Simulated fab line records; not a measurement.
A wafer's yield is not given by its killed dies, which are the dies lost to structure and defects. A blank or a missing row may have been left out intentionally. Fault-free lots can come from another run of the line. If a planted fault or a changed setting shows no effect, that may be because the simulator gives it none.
Split-lot experiment	flow n5_finfet	21 wafers read from 7 lots, route of 1938 steps

== THE SPLIT ==
At N5_BEOL_M14_EXPOSE_07 (exposes mask V13), the setting dose_mj was moved away from the recipe's 57 on 8 of the 21 wafers read, by -2.8% to +6.3%. For the rest of the wafers, this setting stayed at what the recipe calls for.

== FROM THE SPLIT TO THE READING: what the file shows between them, 11 steps ==
- N5_BEOL_M14_PEB_08: peb time 90 s
- N5_BEOL_M14_DEVELOP_09: develop time 45 s
- N5_BEOL_M14_HARDBAKE_14: time 120 s
- N5_BEOL_M14_CD_MEAS_10: target cd 250 nm
- N5_BEOL_M14_DESCUM_15: chemistry O2, time 7.9 s
- N5_BEOL_M14_ETCH_59: etches BARC in N2/H2, target depth 89 nm, overetch 26.7 nm, time 67.9 s
- N5_BEOL_M14_VIA_ETCH_16: etches SiO2 in C4F8/O2/Ar, target depth 1231.3 nm
- N5_BEOL_M14_STRIP_63: strips in O2
- N5_BEOL_M14_STRIP_64: strips in O2
- N5_BEOL_M14_STRIP_71: strips in post etch residue remover, time 60 s
- N5_BEOL_M14_SRD_72: time 30 s, dry time 30 s

== THE READING ==
Shown in nm: cd_nm at N5_BEOL_M14_CD_MEAS_17, with target cd 250 nm. Typical for fault-free wafers on this fab line: 250.5 nm, with standard deviation 1.7 nm.

wafer	tool, chamber at the split	dose_mj as run	against the recipe	cd_nm, nm	against lot-mates on the recipe
L076.2	krf_scanner-02, 0	57	recipe	250.5	-
L076.4	krf_scanner-02, 0	57	recipe	250.9	-
L076.6	krf_scanner-02, 0	57	recipe	250.5	-
L078.1	krf_scanner-02, 0	57	recipe	251.7	-
L078.2	krf_scanner-02, 0	59.2	+3.9%	256.8	+4.9
L078.6	krf_scanner-02, 0	57	recipe	252.2	-
L082.3	krf_scanner-02, 0	59.03	+3.6%	258.4	+9.3
L082.4	krf_scanner-02, 0	59.03	+3.6%	260.1	+11.0
L082.5	krf_scanner-02, 0	57	recipe	249.1	-
L083.1	krf_scanner-02, 0	57	recipe	251.4	-
L083.2	krf_scanner-02, 0	55.41	-2.8%	246.9	-4.5
L083.5	krf_scanner-02, 0	55.41	-2.8%	245.4	-6.0
L089.2	krf_scanner-01, 0	60.18	+5.6%	257.9	+7.3
L089.3	krf_scanner-01, 0	57	recipe	250.8	-
L089.4	krf_scanner-01, 0	57	recipe	250.3	-
L092.1	krf_scanner-02, 0	57	recipe	251.5	-
L092.2	krf_scanner-02, 0	57	recipe	250.3	-
L092.4	krf_scanner-02, 0	57	recipe	251.8	-
L096.1	krf_scanner-02, 0	60.59	+6.3%	259.3	+8.6
L096.2	krf_scanner-02, 0	57	recipe	250.7	-
L096.3	krf_scanner-02, 0	60.59	+6.3%	261.2	+10.5

FIT RESULTS
A straight line over all 21 wafers: cd_nm changes by +1.59 nm for each +1% of dose_mj; r = +0.96; the points scatter about the line by 1.3 nm.
The same after taking each lot's own level away (the mean of its wafers on the recipe; 21 wafers): +1.68 nm for each +1%; r = +0.94; scatter 1.6 nm.
That fit puts the effect of the largest move of dose_mj on the reading at 11 nm.
Across the lots, their own levels run from 249.10 to 251.95 nm, a range of 1.7 times the standard deviation given above.
Hence the lot-to-lot level has little effect on the slope; both slopes agree.
Check: with one of the wafers moved furthest among these (+6.3%) left out of the fit, the line predicts +11.3 nm for it against its lot-mates. It came out at +8.6 nm against them.

== THESE WAFERS: OTHER SPLITS ==
Before the reading, these wafers also passed through other splits. Each is held against what the fit with the lots' levels taken away leaves over:
other split on the same wafers	wafers away from the commonest value	r with cd_nm (lot level and that fit taken away)
N5_BEOL_M12_PEB_08 peb_time_s	6	+0.18
N5_BEOL_M14_ILD_DEP_00 time_s	5	-0.06

== THE WHOLE CHAIN: every reading that the file lists as answering this split, in the file's order ==
step	what it does	reading	change (the file's fit)	r (the file's)
N5_BEOL_M14_CD_MEAS_10	target cd 250 nm	cd_nm	+1.73 nm for each +1% of the setting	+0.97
N5_BEOL_M14_CD_MEAS_17	target cd 250 nm	cd_nm	+1.61 nm for each +1% of the setting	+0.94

== THE FILE'S OWN FIT ==
cd_nm changes by +1.61 nm for each +1% of dose_mj, r = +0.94.
